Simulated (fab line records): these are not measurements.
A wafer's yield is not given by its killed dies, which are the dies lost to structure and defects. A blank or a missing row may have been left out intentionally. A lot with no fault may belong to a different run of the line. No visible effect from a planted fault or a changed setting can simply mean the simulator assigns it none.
fab line records | flow n5_finfet
record: lots: 7 wafers: 21 last_day: 17
route steps=1938 shown BEOL_M5@1134
lots with no fault: from the same line, run without faults
start_h: hours from the record's opening day to when the first of the lot's shown wafers began | wait_h: time in hours since the lot's previous step | " repeats the value in the row above | L1.1+2: a row that stands for several wafers | - either no value or no given start | * or withheld: withheld | < > ~ a bound
route shown NAME@n: a module of which the file shows steps, and the number in the route of the first | usual: the fault-free wafers' mean and standard deviation | same: alike in all rows | chamber/n: place in a boat | sites: readings site by site | _std_site: standard deviation of those values | _edge_site: mean of outer sites minus mean of inner sites | radius_mm: for every site, how far away it sits from the centre of the wafer | mask NAME#n: copy n | behind: the most recent tool/chamber to have shaped the wafer | hold: cause of the lot's hold/its duration in hours/its outcome | device: names the non-switching transistor (n, p or np) | end of line: tests of these same wafers at the route's end | for a step that has no rows: nothing shown but its recipe | killed: the dies lost at the first sort to structure and to defects; this is not the yield of the wafer | map: the dies of a wafer, with x for killed, . for not killed, _ for no die there
set.NAME: the setting the step ran with; set.NAME@STEP: the setting that earlier step ran with | model.NAME: the simulator's own value behind a step, which no gauge read
lots at selected steps of the route; one table per step, one row per wafer
services: when a tool's chamber went out of use (start_h, in hours from the record's first day, below 0 if earlier), for how many hours, and the reason
== steps ==
step: N5_BEOL_M5_STRIP_73
recipe: chemistry: N2/H2 temp_c: 40 n2_flow_sccm: 200 h2_flow_sccm: 200 rf_frequency_hz: 6e+07
step: N5_BEOL_M5_STRIP_64
recipe: chemistry: CF4 resist: SiARC power_w: 300 bias_power_w: 75 pressure_mtorr: 50 cf4_flow_sccm: 150 rf_frequency_hz: 6e+07
usual: drypump_motor_current_A: 5.8/0.54 oes_product_au: 0.79/0.099 rf_vpp_V: 271.4/1.5 showerhead_plenum_p_Torr: 1.80/0.051 throttle_valve_pct: 13.54/0.25
columns lot.wafer tool chamber start_h wait_h drypump_motor_current_A oes_product_au rf_hours_counter_h rf_vpp_V showerhead_plenum_p_Torr throttle_valve_pct
L478.2 rie_diel-02 1 169.53 0.0 6.3 0.81 61 271.5 1.83 13.25
L478.3 " 3 " " 6.2 0.69 226 273.7 1.85 13.67
L478.5 " 2 " " 5.9 0.71 - 269.0 1.69 13.57
L483.2 rie_diel-05 2 231.18 0.0 6.6 0.73 173 271.2 1.78 13.56
L483.3 " 3 " " 5.9 0.69 186 271.6 1.84 13.81
L483.6 " 3 " " 5.8 0.69 - 271.0 1.84 13.82
L485.2 rie_diel-03 3 233.19 0.0 4.8 0.72 191 272.3 1.83 13.57
L485.5 " 2 " " 5.9 0.92 - 272.2 1.82 13.43
L485.6 " 1 " " 5.3 0.71 - 268.7 1.79 14.00
L484.3 rie_diel-03 1 235.29 0.0 5.3 0.71 196 270.0 1.79 14.01
L484.4 " 2 " " 6.0 0.92 20 272.5 1.82 13.40
L484.5 " 1 " " 5.3 0.71 - 271.0 1.79 14.03
L494.1 rie_diel-03 2 287.18 0.0 6.0 0.90 36 271.8 1.82 13.45
L494.2 " 0 " " 6.0 0.87 45 269.7 1.74 13.57
L494.5 " 3 " " 4.8 0.70 - 271.3 1.83 13.62
L495.1 rie_diel-02 2 289.71 0.0 5.9 0.88 19 273.0 1.89 13.08
L495.4 " 0 " " 5.2 0.96 - 273.2 1.84 13.29
L495.6 " 2 " " 5.9 0.89 - 274.4 1.89 13.07
L497.1 rie_diel-03 2 302.19 0.0 6.0 0.89 41 270.1 1.82 13.49
L497.3 " 0 " " 5.9 0.87 49 270.7 1.74 13.58
L497.6 " 3 " " 4.8 0.70 - 272.9 1.83 13.63
step: N5_BEOL_M5_HM_OPEN_17
recipe: chemistry: Cl2/BCl3 target_depth_a: 200 overetch_a: 60 target: TiN mask_material: SOC ion_energy_ev: 150 pressure_mtorr: 10 icp_w: 1000 bias_w: 126 Cl2_flow_sccm: 53.25 bcl3_flow_sccm: 21.75 Ar_flow_sccm: 25
usual: drypump_motor_current_A: 5.7/0.35 oes_product_au: 0.67/0.085 throttle_valve_pct: 22.1/0.34
columns lot.wafer tool chamber start_h wait_h drypump_motor_current_A oes_product_au rf_hours_counter_h throttle_valve_pct
L478.2 rie_metal-01 1 169.57 0.0 5.4 0.50 135 22.4
L478.3 " 1 " " 5.4 0.49 - 22.4
L478.5 " 1 " " 5.4 0.50 - 22.4
L483.2 rie_metal-02 0 231.22 0.0 6.7 0.72 24 22.1
L483.3 " 0 " " 6.7 0.72 - 22.1
L483.6 " 0 " " 6.7 0.71 - 22.1
L485.2 rie_metal-02 0 233.23 0.0 6.7 0.71 25 22.1
L485.5 " 1 " " 5.4 0.54 - 22.3
L485.6 " 0 " " 6.6 0.71 - 22.1
L484.3 rie_metal-03 0 235.36 0.1 5.5 0.61 - 22.6
L484.4 " 1 " " 5.9 0.66 - 22.2
L484.5 " 0 " " 5.5 0.60 - 22.7
L494.1 rie_metal-03 1 287.22 0.0 5.9 0.66 42 22.2
L494.2 " 0 " " 5.5 0.62 63 22.6
L494.5 " 1 " " 5.9 0.66 - 22.2
L495.1 rie_metal-01 1 289.76 0.0 5.3 0.78 9 21.9
L495.4 " 1 " " 5.4 0.77 - 21.9
L495.6 " 1 " " 5.4 0.77 - 21.9
L497.1 rie_metal-01 0 302.23 0.0 5.8 0.62 63 21.6
L497.3 " 0 " " 5.9 0.62 - 21.6
L497.6 " 0 " " 5.8 0.62 - 21.6
step: N5_BEOL_M5_STRIP_19
recipe: chemistry: O2 power_w: 400 temp_c: 40 pressure_mtorr: 30 rf_frequency_hz: 6e+07 bias_power_w: 0 overash_fraction: 0.2 o2_flow_sccm: 225
usual: drypump_motor_current_A: 5.9/0.55 oes_product_au: 0.79/0.1 rf_vpp_V: 3.6/0.5 showerhead_plenum_p_Torr: 2.12/0.057 throttle_valve_pct: 16.65/0.24
columns lot.wafer tool chamber start_h wait_h drypump_motor_current_A oes_product_au rf_hours_counter_h rf_vpp_V showerhead_plenum_p_Torr throttle_valve_pct
L478.2 rie_diel-05 2 169.69 0.1 6.6 0.75 153 3.3 2.12 16.78
L478.3 " 3 " " 5.9 0.71 166 2.8 2.16 16.85
L478.5 " 3 " " 5.8 0.72 - 3.7 2.16 16.85
L483.2 rie_diel-02 3 231.38 0.1 6.2 0.67 241 2.7 2.18 16.83
L483.3 " 0 " " 5.2 0.69 244 2.9 2.11 16.58
L483.6 " 0 " " 5.2 0.69 - 3.7 2.11 16.60
L485.2 rie_diel-02 3 233.34 0.1 6.2 0.67 241 3.1 2.18 16.83
L485.5 " 0 " " 5.2 0.69 - 4.3 2.11 16.58
L485.6 " 1 " " 6.3 0.81 - 2.6 2.14 16.40
L484.3 rie_diel-03 1 235.44 0.1 5.3 0.72 196 3.3 2.09 17.11
L484.4 " 3 " " 4.8 0.72 192 4.3 2.18 16.78
L484.5 " 3 " " 4.8 0.72 - 4.0 2.18 16.77
L494.1 rie_diel-05 0 287.34 0.1 6.6 0.74 183 3.6 2.02 16.53
L494.2 " 2 " " 6.6 0.73 187 3.5 2.11 16.83
L494.5 " 3 " " 5.8 0.69 - 3.1 2.15 16.92
L495.1 rie_diel-03 0 290.09 0.3 5.9 0.89 46 3.3 2.02 16.62
L495.4 " 1 " " 5.3 0.71 212 4.5 2.08 17.14
L495.6 " 0 " " 5.9 0.89 - 3.1 2.02 16.64
L497.1 rie_diel-02 0 302.41 0.1 5.2 0.96 7 3.7 2.11 16.23
L497.3 " 1 " " 6.3 0.78 102 3.0 2.13 16.42
L497.6 " 0 " " 5.2 0.95 - 4.5 2.11 16.24
step: N5_BEOL_M5_CD_MEAS_18
recipe: pitch_nm: 56 target_cd_nm: 28
usual: cd_nm: 28.0/0.46
columns lot.wafer tool chamber start_h wait_h cd_nm
L478.2 cd_sem-01 - 169.76 0.1 27.8
L478.3 " - " " 28.6
L478.5 " - " " 28.3
L483.2 cd_sem-01 - 231.45 0.1 28.2
L483.3 " - " " 27.4
L483.6 " - " " 27.4
L485.2 cd_sem-03 - 233.41 0.1 27.4
L485.5 " - " " 28.5
L485.6 " - " " 27.7
L484.3 cd_sem-01 - 235.51 0.1 28.4
L484.4 " - " " 28.4
L484.5 " - " " 27.8
L494.1 cd_sem-03 - 287.40 0.0 28.6
L494.2 " - " " 28.3
L494.5 " - " " 28.1
L495.1 cd_sem-03 - 290.16 0.0 28.7
L495.4 " - " " 27.8
L495.6 " - " " 28.2
L497.1 cd_sem-03 - 302.48 0.0 28.2
L497.3 " - " " 28.0
L497.6 " - " " 27.5
step: N5_BEOL_M5_COAT_65
recipe: resist: SOC temp_c: 250 time_s: 60 spin_rpm: 1500 resist_thk_nm: 60
step: N5_BEOL_M5_COAT_66
recipe: resist: SiARC temp_c: 220 time_s: 60 spin_rpm: 1500 resist_thk_nm: 12
step: N5_BEOL_M5_COAT_74
recipe: resist: underlayer temp_c: 205 time_s: 60 spin_rpm: 1500 resist_thk_nm: 5
step: N5_BEOL_M5_COAT_22
recipe: resist: CAR-EUV spin_rpm: 1500 resist_thk_nm: 30
step: N5_BEOL_M5_EBR_24
recipe: solvent: PGMEA ebr_width_mm: 1.5
step: N5_BEOL_M5_SOFTBAKE_23
recipe: temp_c: 110 time_s: 60 resist: CAR-EUV
step: N5_BEOL_M5_EXPOSE_25
recipe: mask_id: V4 na: 0.33 source_shape: quasar sigma_inner: 0.2 sigma_outer: 0.6 polarization: unpolarized defocus_nm: 10 dose_mj: 52.75
step: N5_BEOL_M5_PEB_26
recipe: peb_temp_c: 100 peb_time_s: 60 resist: CAR-EUV
usual: chill_plate_temp_C: 23.02/0.12 exhaust_pa: 45.0/0.96
columns lot.wafer tool chamber start_h wait_h chill_plate_temp_C exhaust_pa
L478.2 litho_track-03 0 176.93 0.1 23.00 45.9
L478.3 " 0 " " 22.91 44.8
L478.5 " 0 " " 22.97 44.1
L483.2 litho_track-04 - 231.69 0.1 - -
L483.3 " - " " - -
L483.6 " - " " - -
L485.2 litho_track-05 - 233.78 0.1 - -
L485.5 " - " " - -
L485.6 " - " " - -
L484.3 litho_track-03 - 237.98 0.0 - -
L484.4 " - " " - -
L484.5 " - " " - -
L494.1 litho_track-04 0 287.82 0.1 23.07 46.1
L494.2 " 0 " " 23.05 44.4
L494.5 " 0 " " 22.96 44.6
L495.1 litho_track-03 0 291.36 0.1 22.86 46.8
L495.4 " 0 " " 22.83 46.8
L495.6 " 0 " " 22.72 46.7
L497.1 litho_track-05 0 305.63 0.1 22.97 45.0
L497.3 " 0 " " 22.93 45.3
L497.6 " 0 " " 22.93 44.8
step: N5_BEOL_M5_DEVELOP_27
recipe: develop_time_s: 30 developer: TMAH resist: CAR-EUV rinse_liquid: surfactant_rinse dry: air_spin dev_temp_c: 23
== services ==
columns tool chamber start_h hours kind
rie_diel-02 - 145.77 0.3 repair
rie_diel-03 2 149.60 - clean
rie_diel-03 2 149.60 - consumable_replace:focus_ring
rie_diel-03 2 149.60 19.4 scheduled_down
rie_diel-03 2 149.60 19.4 vent_cycle
rie_metal-03 0 152.94 18.0 repair
rie_metal-02 - 155.30 1.4 pm
rie_metal-01 1 172.92 - clean
rie_metal-01 1 172.92 21.5 scheduled_down
rie_diel-02 2 214.60 - clean
rie_diel-02 2 214.60 - consumable_replace:focus_ring
rie_diel-02 2 214.60 - consumable_replace:showerhead
rie_diel-02 2 214.60 22.7 scheduled_down
rie_diel-02 2 214.60 22.7 vent_cycle
rie_metal-01 - 226.93 6.8 repair
rie_diel-02 0 254.63 - clean
rie_diel-02 0 254.63 - consumable_replace:focus_ring
rie_diel-02 0 254.63 32.4 scheduled_down
rie_diel-02 0 254.63 32.4 vent_cycle
rie_diel-02 3 287.04 - clean
rie_diel-02 3 287.04 - consumable_replace:focus_ring
rie_diel-02 3 287.04 29.0 scheduled_down
rie_diel-02 3 287.04 29.0 vent_cycle
rie_diel-03 1 298.81 7.3 repair
== key ==
first_sign: step: N5_BEOL_M5_PEB_26 reading: tool_record direction: missing
effect none on later readings
met_at N5_BEOL_M5_PEB_26
struck_wafers L483.2,L483.3,L483.6,L484.3,L484.4,L484.5,L485.2,L485.5,L485.6
later_rows_left_out L483.2,L483.3,L483.6,L484.3,L484.4,L484.5,L485.2,L485.5,L485.6
sort_left_out L483.2,L483.3,L483.6,L484.3,L484.4,L484.5,L485.2,L485.5,L485.6
onset_between 176.93 231.69
fault: kind: skipped_step_whole tool: litho_track-03,litho_track-04,litho_track-05 chamber: - onset_h: 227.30 steps: N5_BEOL_M5_PEB_26 scope: struck_lots_only
sort_left_out: the simulated sort isn't trusted on such a fault, so these wafers' sort isn't shown, and their yield isn't known
later_rows_left_out: the simulator's readings of these wafers behind a module that went badly wrong aren't trusted and aren't shown, but for the sort
